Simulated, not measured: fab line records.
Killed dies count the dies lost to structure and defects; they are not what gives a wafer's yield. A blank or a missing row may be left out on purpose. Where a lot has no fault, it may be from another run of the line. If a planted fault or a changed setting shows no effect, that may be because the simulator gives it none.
Which tool did it? ; flow n5-finfet ; route of 1938 steps, sampled at 1 step: 12 lots, 36 wafers

== WHAT EACH GAUGE READ, for each wafer ==
N5_BEOL_M6_THK_MEAS_53: measures by xrf.
lot;measured;on;M6_THK (nm)
L075;day 8 23:34;film-metro-01;82.0 77.8 81.4
L077;day 9 10:05;film-metro-01;79.9 80.2 79.6
L080;day 10 04:13;film-metro-02;83.1 82.0 79.4
L081;day 10 06:57;film-metro-01;79.6 80.7 82.2
L083;day 11 06:32;film-metro-02;81.1 79.6 81.0
L085;day 11 12:52;film-metro-01;78.1 80.0 78.5
L087;day 11 15:17;film-metro-01;80.7 81.1 81.5
L089;day 12 14:25;film-metro-01;77.5 80.6 81.0
L091;day 13 07:44;film-metro-02;78.7 83.3 79.7
L095;day 14 04:59;film-metro-01;81.3 78.1 79.5
L097;day 14 06:34;film-metro-02;80.5 83.9 79.7
L096;day 14 20:35;film-metro-01;77.8 78.0 78.4

== EACH LOT AND THE TOOL THAT RAN IT (in order: tool; ch and the chambers of the sampled wafers; start) ==
No process step before these readings appears in the record.

== THE ANSWER, worked out from the rows above alone ==
Rule: usual is defined by the lots themselves. Put in order of their means at a reading, lots are off if they are a third of the lots or fewer, leave a main group of 4 or more, and stand apart from it by a gap of 3 or more times the standard deviation of the main group's means; of several such gaps the widest counts. The tables above print the reading to a certain number of digits; a main group whose means all agree to those digits is not used. Also off: a lot with no number at a reading for which 4 or more lots have one. Where the step has rows for the other lots, those lots are counted as sound.
None of the lots is off at any reading shown; this tells nothing.

== WHAT THE SIMULATOR HAD INSERTED ==
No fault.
